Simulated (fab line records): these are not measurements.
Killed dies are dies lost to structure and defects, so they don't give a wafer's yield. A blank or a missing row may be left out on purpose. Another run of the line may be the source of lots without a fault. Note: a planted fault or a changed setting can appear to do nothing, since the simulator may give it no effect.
Which of the tools did it? -- flow n5Finfet -- 9 lots with 26 wafers sampled at 4 steps, on a route of 1938 steps

## WHAT THE GAUGES SHOWED, per wafer
N5_BEOL_M9_OCD_MEAS_38.
lot,measured,on,trenchDepthNm (nm)
L120,day 10 14:03,ocd-01,166 167 150
L124,day 11 10:22,ocd-01,149 164 149
L123,day 11 10:26,ocd-02,150 154 150
L125,day 12 09:41,ocd-02,166 155 151
L127,day 12 22:07,ocd-01,148 147 154
L136,day 15 19:46,ocd-01,166 161 177
L137,day 15 20:11,ocd-01,178 166 179
L140,day 16 01:23,ocd-02,150 144
L139,day 16 04:53,ocd-01,148 150 148

## TOOL THAT RAN EACH LOT (tool first, then ch and the chambers of the sampled wafers, then the start)
lot,N5_BEOL_M9_DESCUM_33,N5_BEOL_M9_VIA_ETCH_34,N5_BEOL_M9_TRENCH_ETCH_37
L120,"rieDiel-02 ch 1,2, day 10 13:36","rieDiel-02 ch 1,2, day 10 13:47","rieDiel-02 ch 1,2, day 10 13:53"
L124,"rieDiel-02 ch 2,3, day 11 09:55","rieDiel-02 ch 2,3, day 11 10:05","rieDiel-02 ch 2,3, day 11 10:11"
L123,"rieDiel-03 ch 0,1,2, day 11 09:58","rieDiel-03 ch 0,1,2, day 11 10:09","rieDiel-03 ch 0,1,2, day 11 10:15"
L125,"rieDiel-02 ch 0,2,3, day 12 09:14","rieDiel-02 ch 0,2,3, day 12 09:25","rieDiel-02 ch 0,2,3, day 12 09:31"
L127,"rieDiel-02 ch 0,1,3, day 12 21:39","rieDiel-02 ch 0,1,3, day 12 21:50","rieDiel-02 ch 0,1,3, day 12 21:56"
L136,"rieDiel-02 ch 0,2,3, day 15 19:19","rieDiel-02 ch 0,2,3, day 15 19:29","rieDiel-02 ch 0,2,3, day 15 19:35"
L137,"rieDiel-02 ch 0,2, day 15 19:44","rieDiel-02 ch 0,2, day 15 19:55","rieDiel-02 ch 0,2, day 15 20:01"
L140,"rieDiel-01 ch 0,3, day 16 00:55","rieDiel-01 ch 0,3, day 16 01:06","rieDiel-01 ch 0,3, day 16 01:12"
L139,"rieDiel-01 ch 0,1, day 16 04:26","rieDiel-01 ch 0,1, day 16 04:37","rieDiel-01 ch 0,1, day 16 04:43"
- N5_BEOL_M9_DESCUM_33: chemistry O2, time 7 s.
- N5_BEOL_M9_VIA_ETCH_34: etches SiCOH lowk in C4F6/O2, target depth 182.4 nm, time 68.4 s.
- N5_BEOL_M9_TRENCH_ETCH_37: etches SiCOH lowk in C4F6/O2, target depth 151.43 nm, time 49 s.

## THE ANSWER, worked out from the rows above alone
Rule: the usual values come from the lots themselves. Put in order of their means at a reading, lots are off if they are a third of the lots or fewer, leave a main group of 4 or more, and stand apart from it by a gap of 3 or more times the standard deviation of the main group's means; of several such gaps the widest counts. A main group whose means are all the same, to the digits that the tables above print for the reading, isn't used. Also off: a lot with no number at a reading for which 4 or more lots have one. Any other lot the step has rows for is counted as sound.
Nothing can be told from this: no lot is off at any reading shown.

## WHAT THE SIMULATOR HAD INSERTED
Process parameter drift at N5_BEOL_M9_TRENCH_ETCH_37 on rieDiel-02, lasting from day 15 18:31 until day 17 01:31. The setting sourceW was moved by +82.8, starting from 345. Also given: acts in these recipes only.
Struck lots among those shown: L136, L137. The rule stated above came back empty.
